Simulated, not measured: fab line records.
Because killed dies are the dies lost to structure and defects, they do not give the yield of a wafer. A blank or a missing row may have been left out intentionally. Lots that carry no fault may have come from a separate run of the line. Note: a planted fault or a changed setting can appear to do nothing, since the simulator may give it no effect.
Split-lot experiment || flow n5-finfet || on a route of 1938 steps: 7 lots, 21 wafers read

THE SPLIT
At N5_BEOL_M9_ETCH_61 (etches SiARC in CF4, target depth 39 nm, time 65 s), the setting source-w was moved away from the recipe's 545 W on 8 of the 21 wafers read, by -14.3% to +17.1%. All remaining wafers had this setting at the recipe value.

The reading is taken at the split's own step.

THE READING
rf-vpp-V, in V, at N5_BEOL_M9_ETCH_61 (etches SiARC in CF4, target depth 39 nm, time 65 s). On this fab line, fault-free wafers typically give 183.8 V with a standard deviation of 1.6 V.

{"wafer": "L076.4", "tool, chamber at the split": "rie-diel-01, 2", "source-w as run, W": 545, "against the recipe": "recipe", "rf-vpp-V, V": 184.3, "against lot-mates on the recipe": "-"}
{"wafer": "L076.5", "tool, chamber at the split": "rie-diel-01, 0", "source-w as run, W": 467, "against the recipe": "-14.3%", "rf-vpp-V, V": 193.8, "against lot-mates on the recipe": "+10.2"}
{"wafer": "L076.6", "tool, chamber at the split": "rie-diel-01, 3", "source-w as run, W": 545, "against the recipe": "recipe", "rf-vpp-V, V": 183.0, "against lot-mates on the recipe": "-"}
{"wafer": "L079.2", "tool, chamber at the split": "rie-diel-02, 1", "source-w as run, W": 545, "against the recipe": "recipe", "rf-vpp-V, V": 184.2, "against lot-mates on the recipe": "-"}
{"wafer": "L079.3", "tool, chamber at the split": "rie-diel-02, 3", "source-w as run, W": 484.7, "against the recipe": "-11.1%", "rf-vpp-V, V": 191.4, "against lot-mates on the recipe": "+7.2"}
{"wafer": "L079.4", "tool, chamber at the split": "rie-diel-02, 0", "source-w as run, W": 484.7, "against the recipe": "-11.1%", "rf-vpp-V, V": 192.7, "against lot-mates on the recipe": "+8.5"}
{"wafer": "L080.1", "tool, chamber at the split": "rie-diel-02, 3", "source-w as run, W": 545, "against the recipe": "recipe", "rf-vpp-V, V": 181.6, "against lot-mates on the recipe": "-"}
{"wafer": "L080.3", "tool, chamber at the split": "rie-diel-02, 1", "source-w as run, W": 545, "against the recipe": "recipe", "rf-vpp-V, V": 183.6, "against lot-mates on the recipe": "-"}
{"wafer": "L080.6", "tool, chamber at the split": "rie-diel-02, 0", "source-w as run, W": 545, "against the recipe": "recipe", "rf-vpp-V, V": 185.8, "against lot-mates on the recipe": "-"}
{"wafer": "L084.1", "tool, chamber at the split": "rie-diel-02, 0", "source-w as run, W": 616.9, "against the recipe": "+13.2%", "rf-vpp-V, V": 177.0, "against lot-mates on the recipe": -3.3}
{"wafer": "L084.2", "tool, chamber at the split": "rie-diel-02, 3", "source-w as run, W": 616.9, "against the recipe": "+13.2%", "rf-vpp-V, V": 174.5, "against lot-mates on the recipe": -5.8}
{"wafer": "L084.4", "tool, chamber at the split": "rie-diel-02, 2", "source-w as run, W": 545, "against the recipe": "recipe", "rf-vpp-V, V": 180.3, "against lot-mates on the recipe": "-"}
{"wafer": "L088.3", "tool, chamber at the split": "rie-diel-02, 3", "source-w as run, W": 638.3, "against the recipe": "+17.1%", "rf-vpp-V, V": 171.4, "against lot-mates on the recipe": -11.9}
{"wafer": "L088.4", "tool, chamber at the split": "rie-diel-02, 0", "source-w as run, W": 638.3, "against the recipe": "+17.1%", "rf-vpp-V, V": 176.1, "against lot-mates on the recipe": -7.2}
{"wafer": "L088.5", "tool, chamber at the split": "rie-diel-02, 3", "source-w as run, W": 545, "against the recipe": "recipe", "rf-vpp-V, V": 183.3, "against lot-mates on the recipe": "-"}
{"wafer": "L087.2", "tool, chamber at the split": "rie-diel-02, 3", "source-w as run, W": 545, "against the recipe": "recipe", "rf-vpp-V, V": 182.4, "against lot-mates on the recipe": "-"}
{"wafer": "L087.3", "tool, chamber at the split": "rie-diel-02, 2", "source-w as run, W": 545, "against the recipe": "recipe", "rf-vpp-V, V": 181.4, "against lot-mates on the recipe": "-"}
{"wafer": "L087.4", "tool, chamber at the split": "rie-diel-02, 3", "source-w as run, W": 545, "against the recipe": "recipe", "rf-vpp-V, V": 181.6, "against lot-mates on the recipe": "-"}
{"wafer": "L092.1", "tool, chamber at the split": "rie-diel-06, 3", "source-w as run, W": 545, "against the recipe": "recipe", "rf-vpp-V, V": 186.2, "against lot-mates on the recipe": "-"}
{"wafer": "L092.2", "tool, chamber at the split": "rie-diel-06, 2", "source-w as run, W": 603.6, "against the recipe": "+10.8%", "rf-vpp-V, V": 178.8, "against lot-mates on the recipe": -5.2}
{"wafer": "L092.3", "tool, chamber at the split": "rie-diel-06, 1", "source-w as run, W": 545, "against the recipe": "recipe", "rf-vpp-V, V": 181.9, "against lot-mates on the recipe": "-"}

FIT RESULTS
A straight line over all 21 wafers: rf-vpp-V changes by -0.621 V for each +1% of source-w; r = -0.94; the points scatter about the line by 1.9 V.
The same after taking each lot's own level away (the mean of its wafers on the recipe; 21 wafers): -0.562 V for each +1%; r = -0.95; scatter 1.7 V.
Per that fit: largest source-w move, reading shift of 9.6 V.
Across the lots, their own levels run from 180.30 to 184.20 V, a range of 2.4 times the standard deviation given above.
So the slope is not independent of the lot-to-lot level: the two fits are not the same.
Check: with one of the wafers moved furthest among these (+17.1%) left out of the fit, the line predicts -8.27 V for it against its lot-mates. It came out at -11.9 V against them.
Tool readings at the split's step, against how far the setting was moved: etch-rf-on-time-s r = -0.98; rf-vpp-V r = -0.94.

ADDITIONAL SPLITS CARRIED BY THESE WAFERS
Before the reading, these wafers also passed through other splits. Each is held against what the fit with the lots' levels taken away leaves over:
{"other split on the same wafers": "N5_BEOL_M8_COAT_22 spin-rpm", "wafers away from the commonest value": 8, "r with rf-vpp-V (lot level and that fit taken away)": -0.24}

THE WHOLE CHAIN: every reading that the file lists as answering this split, in the file's order
{"step": "N5_BEOL_M9_ETCH_61", "what it does": "etches SiARC in CF4, target depth 39 nm, time 65 s", "reading": "etch-rf-on-time-s", "change (the file's fit)": "withheld for each +1% of the setting", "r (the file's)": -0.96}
{"step": "N5_BEOL_M9_ETCH_61", "what it does": "etches SiARC in CF4, target depth 39 nm, time 65 s", "reading": "rf-vpp-V", "change (the file's fit)": "-0.561 V for each +1% of the setting", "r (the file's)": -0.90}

THE FILE'S OWN FIT
rf-vpp-V changes by -0.561 V for each +1% of source-w, r = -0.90.
